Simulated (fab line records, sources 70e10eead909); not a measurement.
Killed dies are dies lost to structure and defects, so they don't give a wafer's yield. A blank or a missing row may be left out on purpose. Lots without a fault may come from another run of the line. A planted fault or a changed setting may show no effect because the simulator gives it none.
Chamber matching | flow nand_harc | NHARC_P_M2_DESCUM_14 on rie_diel-06: 4 sister chambers
The step chemistry O2, time 3 s. 42 wafers are shown with their chamber, then 12 later ones without.

WAFERS WITH THEIR CHAMBER
wafer  | chamber | drypump_motor_current_A (A) | oes_product_au (a.u.) | rf_vpp_V (V)
L074.1 | 3       | 6.6                         | 1.008                 | 57.5
L074.2 | 1       | 5.3                         | 1.013                 | 56.2
L074.3 | 2       | 5.7                         | 1.006                 | 57.1
L076.1 | 3       | 6.6                         | 0.996                 | 57.3
L076.2 | 1       | 5.3                         | 1.002                 | 57.8
L076.3 | 2       | 5.7                         | 1.009                 | 57.0
L075.2 | 1       | 5.3                         | 0.991                 | 56.9
L075.3 | 3       | 6.6                         | 0.996                 | 57.0
L075.5 | 3       | 6.6                         | 1.004                 | 57.5
L078.2 | 2       | 5.7                         | 1.008                 | 58.6
L078.4 | 1       | 5.4                         | 1.007                 | 56.5
L078.5 | 3       | 6.6                         | 0.999                 | 56.1
L080.1 | 1       | 5.3                         | 1.001                 | 58.0
L080.2 | 2       | 5.7                         | 0.991                 | 58.0
L080.4 | 0       | 5.6                         | 0.991                 | 58.6
L081.3 | 1       | 5.3                         | 1.007                 | 56.9
L081.5 | 2       | 5.7                         | 1.002                 | 56.9
L081.6 | 1       | 5.4                         | 1.008                 | 58.0
L083.1 | 3       | 6.6                         | 1.003                 | 57.6
L083.5 | 0       | 5.6                         | 0.990                 | 60.6
L083.6 | 1       | 5.3                         | 1.009                 | 57.1
L085.2 | 3       | 6.6                         | 0.994                 | 58.3
L085.3 | 1       | 5.3                         | 1.001                 | 56.8
L085.5 | 1       | 5.3                         | 1.002                 | 56.4
L084.4 | 2       | 5.7                         | 1.014                 | 58.1
L084.5 | 0       | 5.6                         | 0.985                 | 58.2
L084.6 | 3       | 6.6                         | 1.003                 | 57.7
L086.1 | 1       | 5.4                         | 1.008                 | 57.8
L086.2 | 2       | 5.7                         | 1.008                 | 56.6
L086.3 | 3       | 6.6                         | 1.002                 | 56.9
L087.3 | 0       | 5.6                         | 0.996                 | 58.3
L087.5 | 1       | 5.3                         | 1.001                 | 56.7
L087.6 | 2       | 5.7                         | 1.003                 | 58.6
L088.3 | 2       | 5.7                         | 1.014                 | 56.4
L088.5 | 2       | 5.7                         | 1.016                 | 56.9
L088.6 | 1       | 5.3                         | 1.014                 | 57.0
L089.2 | 0       | 5.6                         | 0.986                 | 58.6
L089.3 | 1       | 5.3                         | 0.999                 | 56.7
L089.5 | 1       | 5.3                         | 1.001                 | 57.0
L091.1 | 3       | 6.6                         | 1.001                 | 57.9
L091.3 | 0       | 5.6                         | 0.989                 | 58.1
L091.4 | 1       | 5.3                         | 1.009                 | 56.8

SIGNATURES (means of the wafers above)
reading                 | chamber 0 | chamber 1 | chamber 2 | chamber 3 | scatter within a chamber
drypump_motor_current_A | 5.600     | 5.319     | 5.700     | 6.600     | 0.0253
oes_product_au          | 0.98950   | 1.00456   | 1.00710   | 1.00060   | 0.00572
rf_vpp_V                | 58.733    | 57.038    | 57.420    | 57.380    | 0.7
Rule: a wafer's distance from a chamber is the root of the sum, over the readings, of the square of ((its reading less the chamber's mean) divided by the reading's scatter). The wafer belongs to the nearest chamber; if the next one is less than 2 further off, it can't be placed. The scatter: the root of (the sum of the squares of (reading less its chamber's mean) over the shown wafers, divided by (wafers less chambers)).

WAFERS WITHOUT THEIR CHAMBER
wafer  | drypump_motor_current_A (A) | oes_product_au (a.u.) | rf_vpp_V (V)
L092.1 | 5.7                         | 1.008                 | 54.7
L092.2 | 5.6                         | 0.983                 | 58.7
L092.4 | 5.3                         | 1.009                 | 56.1
L093.1 | 5.3                         | 1.006                 | 56.9
L093.3 | 6.6                         | 0.993                 | 56.1
L093.6 | 5.3                         | 0.995                 | 57.0
L095.3 | 6.6                         | 0.983                 | 57.2
L095.5 | 5.7                         | 0.984                 | 57.8
L095.6 | 6.6                         | 0.981                 | 58.7
L096.1 | 6.6                         | 0.984                 | 57.9
L096.5 | 6.6                         | 0.982                 | 57.1
L096.6 | 5.7                         | 1.002                 | 57.6

WHICH CHAMBER EACH WENT THROUGH
wafer  | from the rows above     | in truth
L092.1 | 2                       | 2
L092.2 | 0                       | 0
L092.4 | 1                       | 1
L093.1 | 1                       | 1
L093.3 | 3                       | 3
L093.6 | 1                       | 1
L095.3 | 3                       | 3
L095.5 | can't be placed: 2 or 0 | 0
L095.6 | 3                       | 3
L096.1 | 3                       | 3
L096.5 | 3                       | 3
L096.6 | 2                       | 2
Placed correctly: 11 of 12. Can't be placed from these rows: 1 (the true chamber is among the candidates in 1). Placed wrongly: 0.
